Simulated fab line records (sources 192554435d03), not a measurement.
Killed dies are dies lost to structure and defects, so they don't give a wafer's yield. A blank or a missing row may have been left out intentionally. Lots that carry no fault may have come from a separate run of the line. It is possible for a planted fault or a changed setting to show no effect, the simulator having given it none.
A lot that was struck, set against a sound lot :: flow n5_finfet :: 16 steps out of a route of 1938
Sound: the wafers L121.1, L121.3. Struck: wafer L113.6 (L113.3, L113.5, from the same lot, were not struck and are left out); the cause is given at the end.
Each step with rows lists, per side, the tool, then ch with its chambers, then its first start. Under that, the readings that differ: sound wafers :: struck wafers :: difference of the means :: sigmas: that difference in standard deviations of wafers without a fault.
alike: readings with means less than 2 such deviations apart, plus words and numbers identical on both sides. not compared: withheld readings, readings lacking a value on some wafer, bounds such as >300 that could conceal the same value, and numbers that have no deviation in the record and whose values overlap.
Wherever a step has rows on one side only, a row that says differs or no value, or a row with sigmas, the two part there. Numbers that have no deviation but don't overlap get no sigmas and don't part them. A reading that every wafer of one side lacks parts them only if that side has two wafers or more.

first, 1 step without rows for these wafers: N5_STI_FIN_REVEAL_DENSIFY_02 (time 1800 s).
N5_STI_FIN_REVEAL_CMP_04: polishes, stops on Si3N4, t overpolish 4 s, target thk 131.83 nm.
  sound on cmp-01 ch 0,2, day 6 08:34; struck on cmp-01 ch 3, day 4 09:40
  alike: motor_current_A, overpolish_run_s, retaining_ring_pressure_frac, time_to_endpoint_s
N5_STI_FIN_REVEAL_THK_MEAS_05:
  sound on film_metro-02 at day 6 08:49; struck on film_metro-01 at day 4 09:56
  alike: thk_nm
N5_STI_FIN_REVEAL_DENSIFY_30:
  sound on rtp_anneal-01 ch 0, day 6 09:05; struck on rtp_anneal-01 ch 0, day 4 10:05
  alike: lamp_power_pct, lamp_zone_5_pct
  not compared: wafer_temp_C_max
then, 1 step without rows for these wafers: N5_STI_FIN_REVEAL_ETCHBACK_08 (etches SiO2 in C4F6/O2, target depth 30.5 nm, time 10.167 s).
N5_STI_FIN_REVEAL_STRIP_24: strips in N2/H2, time 90 s.
  sound on rie_diel-05 ch 1,2, day 6 09:22; struck on rie_diel-02 ch 1, day 4 10:23
  alike: chamber_pressure_mTorr, drypump_motor_current_A, oes_product_au, rf_vpp_V, showerhead_plenum_p_Torr, throttle_valve_pct
  not compared: rf_hours_counter_h
then, 4 steps without rows for these wafers: N5_STI_FIN_REVEAL_PRECLEAN_25 (cleans in SPM, time 90 s); N5_STI_FIN_REVEAL_PRECLEAN_26 (cleans in SC1, time 45 s); N5_STI_FIN_REVEAL_PRECLEAN_29 (cleans in DHF, time 30 s); N5_STI_FIN_REVEAL_SRD_12 (time 30 s).
N5_STI_FIN_REVEAL_RECESS_09: chemistry HF/NH3, target SiO2, afs cycles 11, target depth 42.5 nm, sublimation time 60 s.
  sound on vapor_etch-01 ch 0,1, day 6 09:35; struck on vapor_etch-02 ch 0, day 4 11:08
  alike: drypump_motor_current_A
then, 1 step without rows for these wafers: N5_STI_FIN_REVEAL_STRIP_16 (strips SiNx in H3PO4, target depth 23.8 nm).
N5_STI_FIN_REVEAL_PRECLEAN_17: cleans in NF3:NH3, afs cycles 1, time 20 s, sublimation time 60 s.
  sound on remote_plasma-02 ch 1, day 6 11:29; struck on remote_plasma-01 ch 0, day 4 12:33
reading: time_s (s)
sound: 20 20
struck: 16.931
difference: -3.069
sigmas: 
N5_STI_FIN_REVEAL_ETCH_34: etches Si in H2, material Si, target depth 0.97 nm.
  sound on rie_si-06 ch 0,1, day 6 11:45; struck on rie_si-01 ch 0, day 4 12:42
reading: he_flow_sccm (sccm)
sound: 142.8 142.0
struck: 143.5
difference: +1.1
sigmas: +3
  alike: chamber_pressure_mTorr, drypump_motor_current_A, oes_product_au, throttle_valve_pct
  not compared: rf_hours_counter_h
-- a jump in the record: the struck wafers' starts before and after are 5 days apart (it breaks off in module STI_FIN_REVEAL and resumes in module BEOL_M4, where the first step shown is number 1111 of the route) --
N5_BEOL_M4_RC_MEAS_101:
  sound on prober-01 ch 0, day 11 15:28; struck on prober-02 ch 0, day 9 12:59
reading: DIBL_N (mV/V)
sound: 40.3 38.3
struck: 34.6
difference: -4.7
sigmas: -3

reading: DIBL_P (mV/V)
sound: 40.6 38.9
struck: 34.3
difference: -5.5
sigmas: -3

reading: IOFF_N (nA/um)
sound: 0.219 0.166
struck: 0.128
difference: -0.065
sigmas: -2

reading: SS_P (mV/dec)
sound: 74.6 74.2
struck: 73.1
difference: -1.3
sigmas: -2
  alike: IOFF_P, ION_N, ION_P, SS_N, VT_N, VT_P
next, for these wafers, 1 step has no rows: N5_PASSIVATION_PROBE_49.

## WHERE THEY PART
At N5_STI_FIN_REVEAL_ETCH_34 first; at N5_BEOL_M4_RC_MEAS_101 last (within this record only).

WHY: what the simulator had put in
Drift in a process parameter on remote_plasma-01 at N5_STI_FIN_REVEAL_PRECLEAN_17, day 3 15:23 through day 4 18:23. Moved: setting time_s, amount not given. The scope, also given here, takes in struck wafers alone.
